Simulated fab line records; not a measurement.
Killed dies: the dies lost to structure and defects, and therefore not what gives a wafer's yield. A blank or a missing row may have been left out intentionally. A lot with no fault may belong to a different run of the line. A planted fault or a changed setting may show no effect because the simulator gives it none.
Comparing a struck lot with a sound one    flow n5-finfet    35 out of 1938 route steps
Sound: wafers L418.1, L418.2, L418.4. Wafers struck: L412.3, L412.4, L412.6. The cause comes at the end.
For every step that has rows: the tool of each side, followed by ch and its chambers, followed by its first start. Under that, the readings that differ: sound wafers    struck wafers    difference of the means    sigmas: that difference in standard deviations of wafers without a fault.
alike: readings whose means differ by less than 2 such deviations, and words and numbers that are the same on both sides. not compared: withheld readings, readings that some wafer has no value for, bounds like >300 that may hide the same value, and numbers for which the record gives no deviation and whose values overlap.
A row with sigmas, a row that says differs or no value, or rows on one side alone: a step with any of these is where the two part. Non-overlapping numbers with no deviation appear without sigmas and do not part them. A reading that every wafer of one side lacks parts them only if that side has two wafers or more.

first, 12 steps without rows for these wafers: N5_BEOL_M15_STRIP_62 (strips in O2); N5_BEOL_M15_STRIP_37 (strips in O2); N5_BEOL_M15_ETCH_38 (etches SiCN in CF4/N2, target depth 106.4 nm, time 120.5 s); N5_BEOL_M15_PRECLEAN_39 (cleans in residue remover, time 60 s); N5_BEOL_M15_SRD_40 (time 30 s, dry time 30 s); N5_BEOL_M15_DEGAS_41 (time 60 s); N5_BEOL_M15_PRE_CLEAN_42 (time 30 s); N5_BEOL_M15_SPUTTER_43 (material TaN, target thk 15 nm, time 24.19 s); N5_BEOL_M15_SPUTTER_44 (material Ta, target thk 15 nm, time 24.19 s); N5_BEOL_M15_SPUTTER_45 (material Cu, target thk 100 nm, time 16.67 s); N5_BEOL_M15_ECD_47 (material Cu, target thk 1860 nm); N5_BEOL_M15_ANNEAL_48 (time 90 s).
N5_BEOL_M15_CMP_49: polishes, stops on SiO2, t overpolish 4.9 s, target thk 850 nm.
  sound on cmp-03 ch 0,2,3, day 17 11:38; struck on cmp-02 ch 0,1,2, day 16 00:23
  alike: barrier-field-endpoint-s, motor-current-A, overpolish-run-s
then, 2 steps without rows for these wafers: N5_BEOL_M15_PRE_CLEAN_52 (time 15 s); N5_BEOL_M15_DEP_53 (deposits SiCN from 3MS/NH3, target thk 50 nm, time 17.8 s).
N5_BEOL_M15_INSPECT_55: inspects for defects (darkfield).
  sound: defect-inspect-01 at day 17 12:07; struck: defect-inspect-01 at day 16 00:49
reading           sound     struck       difference  sigmas
raw-defect-count  50 71 73  896 854 937  +831        +36
then, 16 steps without rows for these wafers: N5_PASSIVATION_PECVD_00 (deposits SiO2 from SiH4/N2O, target thk 200 nm, time 11.2 s); N5_MIM_BOT_DEGAS_01 (time 60 s); N5_MIM_BOT_SPUTTER_00 (material TiN, target thk 35 nm, time 89.7 s); N5_MIM_TOP_ALD_00 (deposits Al2O3, purge time 3 s, co reactant pulse time 3 s); N5_MIM_TOP_ALD_01 (deposits HfO2, target thk 5.6 nm, pulse time 1 s, purge time 3 s); N5_MIM_TOP_ALD_02 (deposits Al2O3, purge time 3 s, co reactant pulse time 3 s); N5_MIM_TOP_DEGAS_04 (time 60 s); N5_MIM_TOP_SPUTTER_03 (material TiN, target thk 35 nm, time 89.7 s); N5_MIM_TOP_LITHO_HMDS_01 (time 60 s); N5_MIM_TOP_LITHO_COAT_02; N5_MIM_TOP_LITHO_EBR_04; N5_MIM_TOP_LITHO_SOFTBAKE_03 (time 90 s); N5_MIM_TOP_LITHO_EXPOSE_05 (exposes mask MIM TOP, target cd 2000 nm); N5_MIM_TOP_LITHO_PEB_06; N5_MIM_TOP_LITHO_DEVELOP_07 (develop time 60 s); N5_MIM_TOP_LITHO_HARDBAKE_09 (time 120 s).
N5_MIM_TOP_LITHO_INSPECT_12: inspects for defects (macro).
  sound: defect-inspect-01 at day 17 16:40; struck: defect-inspect-02 at day 16 04:31
reading           sound  struck          difference  sigmas
raw-defect-count  5 7 1  >300 >300 >300  differs     
then, 1 step without rows for these wafers: N5_MIM_TOP_LITHO_DESCUM_10 (chemistry O2, time 7.9 s).
N5_PASSIVATION_PROBE_49:
  record: rows for the struck wafers here (prober-01, day 16 14:04), none for the sound ones

## WHERE THEY PART
Last at N5_PASSIVATION_PROBE_49 as far as this record goes, first at N5_BEOL_M15_INSPECT_55.

WHY: what had been put in by the simulator
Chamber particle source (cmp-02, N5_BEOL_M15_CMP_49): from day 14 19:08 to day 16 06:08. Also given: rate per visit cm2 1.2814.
